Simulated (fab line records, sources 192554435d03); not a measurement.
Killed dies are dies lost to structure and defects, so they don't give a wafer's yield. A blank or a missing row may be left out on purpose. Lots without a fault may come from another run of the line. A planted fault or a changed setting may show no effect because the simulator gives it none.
A struck lot beside a sound one | flow n5_finfet | 37 steps out of a route of 1938
Sound: wafers L229.1, L229.4, L229.5. Struck: wafers L216.1, L216.5, L216.6. The cause comes at the end.
At each step with rows: each side's tool, then ch and its chambers, then its first start. Under that, the readings that differ: sound wafers | struck wafers | difference of the means | sigmas: that difference in standard deviations of wafers without a fault.
alike: readings whose means differ by less than 2 such deviations, and words and numbers that are the same on both sides. not compared: withheld readings, readings that some wafer has no value for, bounds like >300 that may hide the same value, and numbers for which the record gives no deviation and whose values overlap.
The two part at a step that has a row with sigmas, a row that says differs or no value, or rows on one side only. Numbers that don't overlap but have no deviation are shown without sigmas and don't part them. A reading that every wafer of one side lacks parts them only if that side has two wafers or more.

first, 9 steps without rows for these wafers: N5_BEOL_M4_ANNEAL_95 (time 240 s); N5_BEOL_M4_SPUTTER_96 (material Cu, target thk 4.5 nm, time 8.29 s); N5_BEOL_M4_ECD_50 (material Cu, target thk 300 nm); N5_BEOL_M4_ANNEAL_51 (time 90 s); N5_BEOL_M4_CMP_52 (polishes, stops on SiOC, t overpolish 6.8 s, target thk 40 nm); N5_BEOL_M4_PRE_CLEAN_60 (time 15 s); N5_BEOL_M4_CO_CAP_55 (material Co, precursor CCTBA/H2, target thk 2 nm, time 102.1 s); N5_BEOL_M4_PRE_CLEAN_56 (time 15 s); N5_BEOL_M4_DEP_57 (deposits SiCN from 3MS/NH3, target thk 8 nm, time 14 s).
N5_BEOL_M4_RC_MEAS_101:
  sound on prober-01 ch 0, day 14 08:52; struck on prober-02 ch 0, day 9 06:16
  alike: DIBL_N, DIBL_P, IOFF_N, IOFF_P, ION_N, ION_P, SS_N, SS_P, VT_N, VT_P
then, 24 steps without rows for these wafers: N5_BEOL_M5_ILD_DEP_00 (deposits SiCOH lowk from DEMS/porogen, target thk 140.64 nm, time 25.9 s); N5_BEOL_M5_CURE_79 (cures SiCOH lowk, time 240 s); N5_BEOL_M5_PECVD_70 (deposits SiO2 from TEOS/O2, target thk 16 nm, time 18 s); N5_BEOL_M5_HM_DEP_02 (deposits TiN, target thk 20 nm); N5_BEOL_M5_COAT_59 (time 60 s, resist thk 60 nm); N5_BEOL_M5_COAT_60 (time 60 s, resist thk 12 nm); N5_BEOL_M5_COAT_71 (time 60 s, resist thk 5 nm); N5_BEOL_M5_COAT_05 (resist thk 30 nm); N5_BEOL_M5_EBR_07; N5_BEOL_M5_SOFTBAKE_06 (time 60 s); N5_BEOL_M5_EXPOSE_08 (exposes mask M5, target cd 28 nm); N5_BEOL_M5_PEB_09 (peb time 60 s); N5_BEOL_M5_DEVELOP_10 (develop time 30 s); N5_BEOL_M5_DESCUM_16 (chemistry O2, time 7 s); N5_BEOL_M5_ETCH_72 (etches underlayer in N2/H2, target depth 6.5 nm, time 5.2 s); N5_BEOL_M5_ETCH_61 (etches SiARC in CF4, target depth 15.6 nm, time 26 s); N5_BEOL_M5_ETCH_62 (etches SOC in N2/H2, target depth 75 nm, overetch 15 nm, time 112.5 s); N5_BEOL_M5_STRIP_63 (strips in N2/H2); N5_BEOL_M5_STRIP_73 (strips in N2/H2); N5_BEOL_M5_STRIP_64 (strips in CF4); N5_BEOL_M5_HM_OPEN_17 (chemistry Cl2/BCl3, target TiN, target depth 20 nm, overetch 6 nm); N5_BEOL_M5_STRIP_19 (strips in O2); N5_BEOL_M5_COAT_65 (time 60 s, resist thk 60 nm); N5_BEOL_M5_COAT_66 (time 60 s, resist thk 12 nm).
N5_BEOL_M7_ANNEAL_51: time 90 s.
  sound on rtp_anneal-02 ch 0, day 15 15:49; struck on rtp_anneal-01, day 10 04:13
  no value came back on the struck wafers for anneal_temp_c (C), anneal_temp_c_max, wafer_temp_C_max; on the sound wafers anneal_temp_c (C) reads 225.28 225.01 225.05
N5_BEOL_M7_CMP_52: polishes, stops on SiCOH lowk, t overpolish 6.9 s, target thk 80 nm.
  sound on cmp-02 ch 1,2,3, day 15 16:09; struck on cmp-03 ch 1,2, day 10 04:33
  reading                      | sound          | struck         | difference | sigmas
  barrier_field_endpoint_s (s) | 28.7 28.7 29.5 | 33.5 32.4 33.2 | +4.1       | +6
  time_to_endpoint_s (s)       | 63.2 57.6 64.6 | 81.5 81.0 81.9 | +19.7      | +7
  alike: head_pressure_psi, motor_current_A, overpolish_run_s
-- the record jumps here: 2 days lie between the struck wafers' starts before and after (it left off in module BEOL_M7 and takes up again in module PASSIVATION, whose first step shown is number 1936 of the route) --
N5_PASSIVATION_PROBE_49:
  the record has rows for the struck wafers here (prober-02, day 12 15:34) and none for the sound ones

WHERE THEY PART
First at N5_BEOL_M7_ANNEAL_51; last, within this record, at N5_PASSIVATION_PROBE_49.

WHY: what the simulator had put in
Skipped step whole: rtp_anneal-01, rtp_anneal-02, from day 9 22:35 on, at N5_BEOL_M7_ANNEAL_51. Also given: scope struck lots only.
